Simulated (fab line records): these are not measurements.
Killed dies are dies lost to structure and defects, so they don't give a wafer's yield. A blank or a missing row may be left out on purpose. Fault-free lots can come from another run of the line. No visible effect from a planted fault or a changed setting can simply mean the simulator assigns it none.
fab line records | flow nand_harc
record: lots: 5 wafers: 15 last_day: 32
route steps=1302 shown P_GATE@155
lots with no fault: from the same line, run without faults
start_h: start of the lot's first displayed wafer, in hours after the record's first day | wait_h: hours since the lot's step before | " as in the row above | L1.1+2: a single row standing in for several wafers | - no value present, or no start provided | * or withheld: withheld | < > ~ a bound
route shown NAME@n: names a module that has steps shown in the file, with the first one's number in the route | usual: average and standard deviation across the fault-free wafers | same: alike in all rows | chamber/n: place in a boat | sites: each site's reading | _std_site: their standard deviation | _edge_site: outer sites' mean less inner sites' | radius_mm: for every site, how far away it sits from the centre of the wafer | mask NAME#n: copy n | behind: the last tool/chamber to shape the wafer | hold: cause of the lot's hold/its duration in hours/its outcome | device: the n, p or np transistor that did not switch | end of line: tests of these same wafers at the route's end | where a step has no rows: the recipe by itself | killed: dies that structure and defects cost at the first sort, which is not the same as the wafer's yield | map: the dies of a wafer, with x for killed, . for not killed, _ for no die there
set.NAME: the setting the step ran with; set.NAME@STEP: the setting that earlier step ran with | model.NAME: the simulator's own value behind a step, which no gauge read
a table for each step, a row for each wafer; lots at some steps of the route
services: a tool's chamber out of use, with start hour (start_h, from the record's first day; less than 0 if before it), hours out, and reason
== steps ==
step: NHARC_P_GATE_ALD_36
recipe: target_thk_a: 200 pulse_time_s: 60 ald_cycles: 223 temp_c: 400 material: SiNx
usual: heater_power_w: 812/71 precursor_pulse_height_rel: 0.999/0.02
same: pulse_time_s: 60
columns lot.wafer tool chamber start_h wait_h heater_power_w precursor_pulse_height_rel
L254.1 ald_sin-02 2 109.43 - 844 0.972
L254.4 " 3 110.50 - 701 0.976
L254.6 " 1 112.62 - 826 0.997
L258.3 ald_sin-03 3 155.23 - 789 1.026
L258.1 " 0 156.30 - 689 1.017
L258.6 " 3 159.49 - 779 1.015
L267.2 ald_sin-04 0 244.42 - 777 1.010
L267.5 " 2 246.56 - 863 1.011
L267.6 " 3 247.63 - 913 0.959
L269.2 ald_sin-02 0 258.31 - 822 0.981
L269.5 " 1 259.37 - 823 1.010
L269.6 " 2 260.43 - 917 1.008
L272.2 ald_sin-02 3 286.24 - 643 0.987
L272.4 " 1 288.32 - 828 1.049
L272.6 " 0 291.45 - 826 1.040
step: NHARC_P_GATE_ETCHBACK_37
recipe: target_depth_a: 345 time_s: 17.2 chf3_flow_sccm: 50 o2_flow_sccm: 10 ar_flow_sccm: 200 rf_w: 500 bias_w: 200 chemistry: CHF3/O2
usual: bias_w: 200.0/0.65 drypump_motor_current_A: 5.6/0.3 o2_flow_sccm: 9.997/0.029 oes_product_au: 0.95/0.033 rf_vpp_V: 371.2/2.1 showerhead_plenum_p_Torr: 2.43/0.089 throttle_valve_pct: 20.573/0.0087
columns lot.wafer tool chamber start_h wait_h bias_w drypump_motor_current_A o2_flow_sccm oes_product_au rf_hours_counter_h rf_vpp_V showerhead_plenum_p_Torr throttle_valve_pct
L254.1 rie_diel-11 2 - - 197.9 5.4 10.009 0.95 1 374.3 2.52 20.575
L254.4 " 3 " " 201.1 5.5 9.993 0.98 1 370.9 2.45 20.569
L254.6 " 0 " " 200.0 5.7 10.033 0.92 - 373.7 2.53 20.581
L258.3 rie_diel-08 2 - - 199.4 5.8 10.013 0.92 8 370.5 2.44 20.570
L258.1 " 3 " " 200.2 5.7 10.012 0.92 8 367.5 2.26 20.570
L258.6 " 0 " " 200.3 5.7 9.985 0.93 - 372.2 2.48 20.567
L267.2 rie_diel-11 3 - - 200.1 5.5 10.036 1.03 9 373.3 2.44 20.558
L267.6 " 3 " " 200.2 5.4 10.020 1.03 - 369.6 2.45 20.572
L267.5 " 0 " " 200.3 5.7 9.954 0.99 - 373.8 2.52 20.567
L269.2 rie_diel-08 2 - - 199.8 5.8 10.009 0.93 3 370.9 2.44 20.569
L269.5 " 0 " " 200.1 5.7 10.001 0.92 - 371.0 2.48 20.570
L269.6 " 1 " " 199.7 6.0 10.030 0.95 - 369.6 2.35 20.556
L272.2 rie_diel-11 1 - - 199.4 5.0 10.011 0.93 1 369.5 2.36 20.562
L272.4 " 2 " " 200.2 5.5 10.010 0.95 1 373.2 2.51 20.580
L272.6 " 0 " " 200.7 5.7 10.034 0.93 - 374.4 2.52 20.569
step: NHARC_P_GATE_STRIP_101
recipe: time_s: 20 o2_flow_sccm: 500 ar_flow_sccm: 0 bias_w: 0 chemistry: O2
usual: drypump_motor_current_A: 5.61/0.3 o2_flow_sccm: 500.0/1.4 oes_product_au: 1.000/0.014 rf_vpp_V: 57.9/0.88 showerhead_plenum_p_Torr: 3.56/0.13 throttle_valve_pct: 17.037/0.0085
same: bias_w: 0
columns lot.wafer tool chamber start_h wait_h drypump_motor_current_A o2_flow_sccm oes_product_au rf_hours_counter_h rf_vpp_V showerhead_plenum_p_Torr throttle_valve_pct
L254.1 rie_diel-11 0 116.95 0.1 5.76 498.8 0.979 2 58.0 3.71 17.036
L254.4 " 3 " " 5.47 498.1 1.022 1 58.2 3.59 17.043
L254.6 " 1 " " 4.97 500.7 0.993 - 56.5 3.47 17.027
L258.1 rie_diel-08 2 164.90 0.1 5.83 499.7 0.993 8 57.0 3.58 17.026
L258.3 " 3 " " 5.67 501.0 1.009 8 57.5 3.33 17.029
L258.6 " 1 " " 5.95 500.5 1.009 - 57.3 3.46 17.014
L267.2 rie_diel-11 3 251.97 0.1 5.49 495.5 1.022 9 57.5 3.59 17.044
L267.6 " 2 " " 5.46 498.0 0.994 - 58.2 3.69 17.042
L267.5 " 3 " " 5.49 500.4 1.023 - 59.8 3.59 17.041
L269.2 rie_diel-08 2 264.77 0.1 5.84 502.3 1.009 3 57.7 3.58 17.029
L269.5 " 0 " " 5.70 500.9 0.987 - 59.2 3.64 17.048
L269.6 " 1 " " 5.96 503.2 1.025 - 59.5 3.46 17.050
L272.4 rie_diel-11 3 295.77 0.1 5.46 498.5 1.012 1 58.8 3.59 17.045
L272.2 " 0 " " 5.70 500.2 0.999 1 58.7 3.70 17.048
L272.6 " 3 " " 5.44 499.5 1.013 - 58.1 3.59 17.051
step: NHARC_P_GATE_PRECLEAN_97
recipe: time_s: 600 temp_c: 120 chemistry: SPM
step: NHARC_P_GATE_SRD_98
step: NHARC_P_GATE_PRECLEAN_99
recipe: time_s: * temp_c: 50 bath_age_min: 0 chemistry: SC1
step: NHARC_P_GATE_SRD_100
step: NHARC_P_GATE_DEHYDRATE_38
recipe: temp_c: 150 time_s: 120
step: NHARC_P_GATE_HMDS_39
recipe: time_s: 30
step: NHARC_P_GATE_COAT_40
recipe: spin_rpm: 3000
step: NHARC_P_GATE_SOFTBAKE_41
recipe: temp_c: 122 time_s: 95
step: NHARC_P_GATE_EBR_42
step: NHARC_P_GATE_EXPOSE_43
recipe: na: 0.6 target_cd_nm: 720 dose_mj: 14.81 mask_id: P_NSD
columns lot.wafer tool chamber start_h wait_h mask
L254.1+4+6 krf_scanner-01 0 117.71 - P_NSD#0
L258.1+3+6 krf_scanner-01 0 165.66 - P_NSD_R1#0
L267.2+5+6 krf_scanner-02 0 252.61 - P_NSD#0
L269.2+5+6 krf_scanner-01 0 265.53 - P_NSD#0
L272.2+4+6 krf_scanner-02 0 296.53 - P_NSD#0
step: NHARC_P_GATE_PEB_44
recipe: peb_temp_c: 118 peb_time_s: 85
step: NHARC_P_GATE_DEVELOP_45
recipe: time_s: 70
step: NHARC_P_GATE_CD_MEAS_46
recipe: target_cd_nm: 720 landing_energy_ev: 500
usual: cd_nm: 721/3.1
columns lot.wafer tool chamber start_h wait_h cd_nm
L254.1 cd_sem-01 0 117.87 - 721
L254.4 " 0 " " 724
L254.6 " 0 " " 723
L258.1 cd_sem-02 0 165.81 - 702
L258.3 " 0 " " 697
L258.6 " 0 " " 701
L267.2 cd_sem-03 0 252.76 - 726
L267.5 " 0 " " 725
L267.6 " 0 " " 723
L269.2 cd_sem-03 0 265.69 - 721
L269.5 " 0 " " 719
L269.6 " 0 " " 719
L272.2 cd_sem-02 0 296.69 - 723
L272.4 " 0 " " 723
L272.6 " 0 " " 722
step: NHARC_P_GATE_HARDBAKE_47
recipe: temp_c: 125 time_s: 80
step: NHARC_P_GATE_DESCUM_48
recipe: time_s: 3 o2_flow_sccm: 200 ar_flow_sccm: 0 bias_power_w: 0 chemistry: O2
usual: drypump_motor_current_A: 5.63/0.29 o2_flow_sccm: 200.0/0.62 oes_product_au: 0.998/0.015 rf_vpp_V: 57.8/0.87 showerhead_plenum_p_Torr: 1.93/0.079 throttle_valve_pct: 11.312/0.0079
same: bias_power_w: 0
columns lot.wafer tool chamber start_h wait_h drypump_motor_current_A o2_flow_sccm oes_product_au rf_hours_counter_h rf_vpp_V showerhead_plenum_p_Torr throttle_valve_pct model.P_GATE.cd_nm
L254.1 rie_diel-08 3 118.03 - 5.70 200.5 0.992 6 56.8 1.80 11.313 720.9
L254.4 " 0 " " 5.69 200.7 0.989 6 57.1 1.98 11.316 724.5
L254.6 " 3 " " 5.71 200.0 0.978 - 56.8 1.80 11.298 723.4
L258.1 rie_diel-11 1 165.98 - 4.95 198.8 1.025 3 59.0 1.88 11.304 701.5
L258.3 " 0 " " 5.70 199.5 0.996 3 58.4 2.02 11.305 697.1
L258.6 " 1 " " 4.95 199.9 1.007 - 57.5 1.88 11.303 700.9
L267.2 rie_diel-08 2 252.94 - 5.81 199.0 1.010 3 59.4 1.94 11.296 725.9
L267.5 " 1 " " 5.95 199.1 1.025 - 57.1 1.87 11.310 725.1
L267.6 " 2 " " 5.83 199.4 1.011 - 55.9 1.94 11.315 723.6
L269.2 rie_diel-11 1 265.84 - 4.95 199.6 1.019 0 57.9 1.88 11.304 721.2
L269.5 " 1 " " 4.97 198.9 1.015 - 58.3 1.87 11.321 718.7
L269.6 " 2 " " 5.45 200.1 1.007 - 58.9 2.01 11.320 718.2
L272.2 rie_diel-11 1 296.87 - 4.96 200.7 1.015 1 58.1 1.87 11.315 722.6
L272.4 " 2 " " 5.44 198.8 1.016 1 59.0 2.01 11.307 722.4
L272.6 " 3 " " 5.45 199.4 1.006 - 57.9 1.95 11.319 721.9
step: NHARC_P_GATE_IMPLANT_49
recipe: energy_kev: 30 dose_cm2: 3e+15 tilt_deg: 7
== services ==
columns tool chamber start_h hours kind
ald_sin-04 - 89.68 0.3 repair
ald_sin-02 - 99.47 1.1 repair
krf_scanner-02 - 100.09 4.0 pm
krf_scanner-02 - 107.44 0.4 repair
ald_sin-03 2 108.29 5.4 repair
ald_sin-04 - 112.84 0.6 repair
rie_diel-08 2 121.14 22.7 repair
krf_scanner-01 - 122.71 1.1 repair
ald_sin-02 - 128.60 10.0 pm
ald_sin-04 0 134.84 3.5 repair
krf_scanner-01 - 140.00 4.0 pm
krf_scanner-02 - 141.77 0.8 repair
krf_scanner-02 - 154.65 0.3 repair
krf_scanner-02 - 165.98 5.7 repair
ald_sin-04 2 166.21 8.1 repair
ald_sin-03 - 175.28 10.0 pm
rie_diel-08 - 190.80 9.0 pm
ald_sin-03 - 207.08 1.6 repair
krf_scanner-02 - 214.61 2.9 repair
rie_diel-08 1 231.09 10.1 repair
ald_sin-04 - 234.03 0.9 repair
rie_diel-11 - 255.58 9.0 pm
krf_scanner-02 - 272.09 4.0 pm
ald_sin-02 1 276.77 2.1 repair
== key ==
first_sign: step: NHARC_P_GATE_EXPOSE_43 reading: mask direction: changed
effect: step: NHARC_P_GATE_CD_MEAS_46 reading: cd_nm direction: down sigmas: 6.8 usual: 721 struck: 700
model_effect: step: NHARC_P_GATE_DESCUM_48 value: P_GATE.cd_nm without: 716.9 struck: 699.8
met_at NHARC_P_GATE_EXPOSE_43
struck_wafers L258.1,L258.3,L258.6
tester_left_out L258
onset_between 117.71 165.66
fault: kind: wrong_mask tool: any chamber: - onset_h: 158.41 steps: NHARC_P_GATE_EXPOSE_43 aux_copy: P_NSD_R1#0 cd_offset_nm: -17.067 scope: struck_lots_only
tester_left_out: of these lots the tester's yield and bins aren't shown, on N5 and GAA mostly nor the transistor test; their killed dies are dies lost to structure and defects alone, not to doping, threshold or leakage, so they don't give the yield
